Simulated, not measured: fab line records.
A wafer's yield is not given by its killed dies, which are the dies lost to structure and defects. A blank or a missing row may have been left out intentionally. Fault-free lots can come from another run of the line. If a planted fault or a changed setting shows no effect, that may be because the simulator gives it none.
A struck lot beside a sound one | flow n5Finfet | 37 out of 1938 route steps
Sound: the wafers L240.3, L240.5, L240.6. The struck wafers were L248.2, L248.3, L248.4. Last of all comes the cause.
Each step with rows lists, per side, the tool, then ch with its chambers, then its first start. Under that, the readings that differ: sound wafers | struck wafers | difference of the means | sigmas: that difference in standard deviations of wafers without a fault.
alike: readings with means less than 2 such deviations apart, plus words and numbers identical on both sides. not compared: withheld readings, readings lacking a value on some wafer, bounds such as >300 that could conceal the same value, and numbers that have no deviation in the record and whose values overlap.
Wherever a step has rows on one side only, a row that says differs or no value, or a row with sigmas, the two part there. Non-overlapping numbers with no deviation appear without sigmas and do not part them. Lack of a reading on every wafer of one side parts them only where that side has two or more wafers.

first, 11 steps without rows for these wafers: N5_SDB_DESCUM_16 (chemistry O2, time 7.9 s); N5_SDB_ETCH_17 (etches SiARC in CF4, target depth 23.4 nm, time 39 s); N5_SDB_ETCH_18 (etches SOC in N2/H2, target depth 100 nm, overetch 20 nm, time 150 s); N5_SDB_STRIP_19 (strips in N2/H2); N5_SDB_STRIP_21 (strips in CF4); N5_SDB_HM_OPEN_20 (chemistry CH3F/O2, target SiNx, stops on poly-Si, target depth 24 nm); N5_SDB_STRIP_22 (strips in N2/H2); N5_SDB_PRECLEAN_23 (cleans in dHF, time 30 s); N5_SDB_DUMMY_REMOVE_24 (chemistry TMAH, target poly-Si, stops on SiO2, target depth 142 nm, time 57 s, rinse time 30 s); N5_SDB_ETCH_25 (etches SiO2 in C4F6/O2, target depth 10 nm, time 3.3 s); N5_SDB_CUT_ETCH_26 (etches Si in HBr/Cl2/O2, target depth 129.6 nm, bt time 20 s, time 51.8 s).
N5_SDB_PRECLEAN_38: cleans in dHF, time 10 s.
  sound on wetBench-06 ch 0,2,6, day 4 06:13; struck on wetBench-06 ch 0,2,4, day 6 09:07
then, 24 steps without rows for these wafers: N5_SDB_PRECLEAN_39 (cleans in O3/DIW, time 45 s); N5_SDB_SRD_28 (time 30 s); N5_SDB_ALD_29 (deposits SiNx, target thk 30 nm, pulse time 1 s, ald cycles 600); N5_SDB_CMP_30 (polishes, stops on poly-Si, t overpolish 1.54 s, target thk 30 nm); N5_DUMMY_REMOVAL_HM_STRIP_01 (strips SiNx in CH3F/O2, stops on poly-Si, target depth 4 nm, time 6.8 s); N5_DUMMY_REMOVAL_STRIP_10 (strips in N2/H2, time 40 s); N5_DUMMY_REMOVAL_PRECLEAN_07 (cleans in dHF, time 30 s); N5_DUMMY_REMOVAL_DUMMY_REMOVE_02 (chemistry TMAH, target poly-Si, stops on SiO2, target depth 142 nm, time 57 s, rinse time 30 s); N5_DUMMY_REMOVAL_PRECLEAN_08 (cleans in NF3:NH3, afs cycles 2, time 20 s, sublimation time 60 s); N5_DUMMY_REMOVAL_PRECLEAN_04 (cleans in DHF, time 37 s); N5_DUMMY_REMOVAL_SRD_05 (time 30 s); N5_HKMG_FIN_IL_REGROW_00 (material SiO2, chemistry O3, target thk 0.75 nm, time 30 s); N5_HKMG_FIN_HK_ALD_01 (deposits HfO2, target thk 1.6 nm, pulse time 3 s, purge time 3 s); N5_HKMG_FIN_HK_ANNEAL_02 (time 30 s); N5_HKMG_FIN_ALD_74 (deposits La2O3, target thk 0.5 nm, pulse time 6 s, co reactant pulse time 1 s); N5_HKMG_FIN_ALD_75 (deposits Al2O3, target thk 1 nm, co reactant pulse time 1 s); N5_HKMG_FIN_COAT_41 (time 60 s, resist thk 300 nm); N5_HKMG_FIN_COAT_42 (time 60 s, resist thk 35 nm); N5_HKMG_FIN_COAT_43 (resist thk 90 nm); N5_HKMG_FIN_EBR_45; N5_HKMG_FIN_SOFTBAKE_44 (time 60 s); N5_HKMG_FIN_EXPOSE_46 (exposes mask NDIPOLE); N5_HKMG_FIN_PEB_47 (peb time 60 s); N5_HKMG_FIN_DEVELOP_48 (develop time 30 s).
-- the record jumps here: 9 days lie between the struck wafers' starts before and after (it left off in module HKMG_FIN and takes up again in module PASSIVATION, whose first step shown is number 1936 of the route) --
N5_PASSIVATION_PROBE_49:
  record: rows for the struck wafers here (prober-02, day 15 01:47), none for the sound ones

WHERE THEY PART
Only at N5_PASSIVATION_PROBE_49, as far as this record shows.

WHY: what had been put in by the simulator
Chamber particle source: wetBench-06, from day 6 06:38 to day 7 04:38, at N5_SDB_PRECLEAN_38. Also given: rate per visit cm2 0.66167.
